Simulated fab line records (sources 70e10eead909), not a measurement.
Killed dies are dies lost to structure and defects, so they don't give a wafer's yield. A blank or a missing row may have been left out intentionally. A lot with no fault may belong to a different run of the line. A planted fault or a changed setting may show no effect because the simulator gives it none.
Chamber matching :: flow nand_harc :: ald_hk-01 running NHARC_A_CHANNEL_FILL_D1_ALD_02: 4 sister chambers
The step deposits SiO2, target thk 6 nm, pulse time 10 s, ald cycles 60. 14 wafers are shown with their chamber, then 7 later ones without.

## EACH WAFER AND ITS CHAMBER
wafer: L076.1
chamber: 0
heater_power_w (W): 438
precursor_pulse_height_rel: 0.990

wafer: L076.2
chamber: 1
heater_power_w (W): 452
precursor_pulse_height_rel: 1.005

wafer: L076.3
chamber: 2
heater_power_w (W): 489
precursor_pulse_height_rel: 1.034

wafer: L078.2
chamber: 2
heater_power_w (W): 489
precursor_pulse_height_rel: 0.975

wafer: L078.3
chamber: 3
heater_power_w (W): 538
precursor_pulse_height_rel: 0.999

wafer: L078.6
chamber: 1
heater_power_w (W): 457
precursor_pulse_height_rel: 1.000

wafer: L088.1
chamber: 3
heater_power_w (W): 522
precursor_pulse_height_rel: 1.000

wafer: L088.3
chamber: 2
heater_power_w (W): 465
precursor_pulse_height_rel: 1.005

wafer: L088.5
chamber: 1
heater_power_w (W): 445
precursor_pulse_height_rel: 0.977

wafer: L087.1
chamber: 0
heater_power_w (W): 444
precursor_pulse_height_rel: 0.977

wafer: L087.2
chamber: 3
heater_power_w (W): 518
precursor_pulse_height_rel: 1.016

wafer: L087.3
chamber: 2
heater_power_w (W): 470
precursor_pulse_height_rel: 0.998

wafer: L087.4
chamber: 1
heater_power_w (W): 437
precursor_pulse_height_rel: 0.956

wafer: L087.5
chamber: 3
heater_power_w (W): 527
precursor_pulse_height_rel: 0.993

SIGNATURES, as means of the wafers listed above
reading: heater_power_w
chamber 0: 441.00
chamber 1: 447.75
chamber 2: 478.25
chamber 3: 526.25
scatter within a chamber: 9.72

reading: precursor_pulse_height_rel
chamber 0: 0.98350
chamber 1: 0.98450
chamber 2: 1.00300
chamber 3: 1.00200
scatter within a chamber: 0.0192
Rule: a wafer lies at a distance from a chamber equal to the root of the sum of squares, over the readings, of (its reading less the chamber's mean, divided by the reading's scatter). If the next closest chamber is less than 2 further off than the closest, the wafer can't be placed; otherwise it belongs to the closest. The scatter: take each reading less its chamber's mean, square it, sum over the shown wafers, divide by the number of wafers less the number of chambers, and take the root.

## WAFERS MISSING THEIR CHAMBER
wafer: L087.6
heater_power_w (W): 456
precursor_pulse_height_rel: 0.986

wafer: L092.3
heater_power_w (W): 436
precursor_pulse_height_rel: 0.975

wafer: L092.5
heater_power_w (W): 467
precursor_pulse_height_rel: 0.992

wafer: L092.6
heater_power_w (W): 433
precursor_pulse_height_rel: 0.990

wafer: L096.2
heater_power_w (W): 437
precursor_pulse_height_rel: 0.972

wafer: L096.4
heater_power_w (W): 441
precursor_pulse_height_rel: 0.992

wafer: L096.5
heater_power_w (W): 467
precursor_pulse_height_rel: 1.003

## THE CHAMBER EACH PASSED THROUGH
wafer: L087.6
from the rows above: can't be placed: 1 or 0 or 2
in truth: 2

wafer: L092.3
from the rows above: can't be placed: 0 or 1
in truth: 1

wafer: L092.5
from the rows above: can't be placed: 2 or 1 or 0
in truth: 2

wafer: L092.6
from the rows above: can't be placed: 0 or 1
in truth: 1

wafer: L096.2
from the rows above: can't be placed: 0 or 1
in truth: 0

wafer: L096.4
from the rows above: can't be placed: 0 or 1
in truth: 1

wafer: L096.5
from the rows above: can't be placed: 2 or 1 or 0
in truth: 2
0 of 7 placed correctly. Not placeable from these rows: 7 (in 7, the candidates include the true chamber). Wrongly placed: 0.
